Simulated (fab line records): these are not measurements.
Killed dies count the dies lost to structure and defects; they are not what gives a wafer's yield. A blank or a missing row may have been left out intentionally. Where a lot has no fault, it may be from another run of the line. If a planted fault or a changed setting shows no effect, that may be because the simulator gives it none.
Split-lot study ; flow n5_finfet ; route with 1938 steps; 7 lots, 21 wafers read

== THE SPLIT ITSELF ==
At N5_BEOL_M5_HM_DEP_02 (deposits TiN, target thk 20 nm), the setting target_thk_a was moved away from the recipe's 200 angstrom on 7 of the 21 wafers read, by -13.2% to +13.5%. All remaining wafers had this setting at the recipe value.

== FROM THE SPLIT TO THE READING: what the file shows between them, 8 steps ==
- N5_BEOL_M5_COAT_05: resist thk 30 nm (also split here: spin_rpm)
- N5_BEOL_M5_EBR_07
- N5_BEOL_M5_SOFTBAKE_06: time 60 s
- N5_BEOL_M5_EXPOSE_08: exposes mask M5, target cd 28 nm
- N5_BEOL_M5_PEB_09: peb time 60 s
- N5_BEOL_M5_DEVELOP_10: develop time 30 s
- N5_BEOL_M5_STRIP_73: strips in N2/H2
- N5_BEOL_M5_STRIP_64: strips in CF4

== THE READING ==
etch.depth_nm (the simulator's own value, which no gauge read), in nm, at N5_BEOL_M5_HM_OPEN_17 (chemistry Cl2/BCl3, target TiN, target depth 20 nm, overetch 6 nm). No usual value for it is given in the file. Average 20.19 nm, standard deviation 0.22 nm, over the 14 wafers here run with the recipe.

wafer;tool, chamber at the split;target_thk_a as run, angstrom;against the recipe;etch.depth_nm, nm;against lot-mates on the recipe
L075.1;pvd_sputter-03, -;200;recipe;20.32;-
L075.2;pvd_sputter-03, -;200;recipe;20.51;-
L075.6;pvd_sputter-03, -;200;recipe;20.17;-
L083.1;pvd_sputter-02, -;200;recipe;19.91;-
L083.3;pvd_sputter-02, -;175.3;-12.3%;17.35;-2.68
L083.5;pvd_sputter-02, -;200;recipe;20.15;-
L092.1;pvd_sputter-01, -;219;+9.5%;21.71;+1.80
L092.3;pvd_sputter-01, -;200;recipe;19.83;-
L092.4;pvd_sputter-01, -;200;recipe;19.99;-
L091.1;pvd_sputter-02, -;226.9;+13.5%;23.15;+2.82
L091.2;pvd_sputter-02, -;200;recipe;20.33;-
L091.3;pvd_sputter-02, -;226.9;+13.5%;22.81;+2.48
L095.3;pvd_sputter-02, -;173.6;-13.2%;17.42;-2.41
L095.4;pvd_sputter-02, -;200;recipe;19.83;-
L095.5;pvd_sputter-02, -;173.6;-13.2%;17.37;-2.46
L096.1;pvd_sputter-01, -;200;recipe;20.39;-
L096.5;pvd_sputter-01, -;200;recipe;20.39;-
L096.4;pvd_sputter-01, -;200;recipe;20.14;-
L097.1;pvd_sputter-02, -;200;recipe;20.46;-
L097.4;pvd_sputter-02, -;200;recipe;20.18;-
L097.6;pvd_sputter-02, -;186.7;-6.7%;19.15;-1.17

THE FIT
A straight line over all 21 wafers: etch.depth_nm changes by +0.206 nm for each +1% of target_thk_a; r = +0.99; the points scatter about the line by 0.24 nm.
The same after taking each lot's own level away (the mean of its wafers on the recipe; 21 wafers): +0.194 nm for each +1%; r = +1.00; scatter 0.14 nm.
That fit puts the effect of the largest move of target_thk_a on the reading at 2.6 nm.
The span of the lots' own levels, 19.830 to 20.333 nm, comes to 2.3 times the standard deviation stated above.
So the lot-to-lot level changes the slope little: the two slopes agree.
Check: +2.55 nm against its lot-mates is what the line predicts for one of the wafers moved furthest among these (+13.5%) when that wafer is left out of the fit. It came out at +2.82 nm against them.

== THE OTHER SPLITS THESE WAFERS WENT THROUGH ==
These wafers also went through other splits before the reading. Each is held against what the fit with the lots' levels taken away leaves over:
other split on the same wafers;wafers away from the commonest value;r with etch.depth_nm (lot level and that fit taken away)
N5_BEOL_M4_COAT_62 spin_rpm;4;-0.26
N5_BEOL_M5_COAT_05 spin_rpm;4;-0.02

== THE WHOLE CHAIN: every reading that the file lists as answering this split, in the file's order ==
step;what it does;reading;change (the file's fit);r (the file's)
N5_BEOL_M5_HM_DEP_02;deposits TiN, target thk 20 nm;TiN_of_BEOL_M5_HM_DEP_02.thk_nm (the simulator's own value, which no gauge read);+0.195 nm for each +1% of the setting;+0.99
N5_BEOL_M5_HM_OPEN_17;chemistry Cl2/BCl3, target TiN, target depth 20 nm, overetch 6 nm;etch.depth_nm (the simulator's own value, which no gauge read);+0.196 nm for each +1% of the setting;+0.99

== FILE'S OWN FIT ==
etch.depth_nm changes by +0.196 nm for each +1% of target_thk_a, r = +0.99.
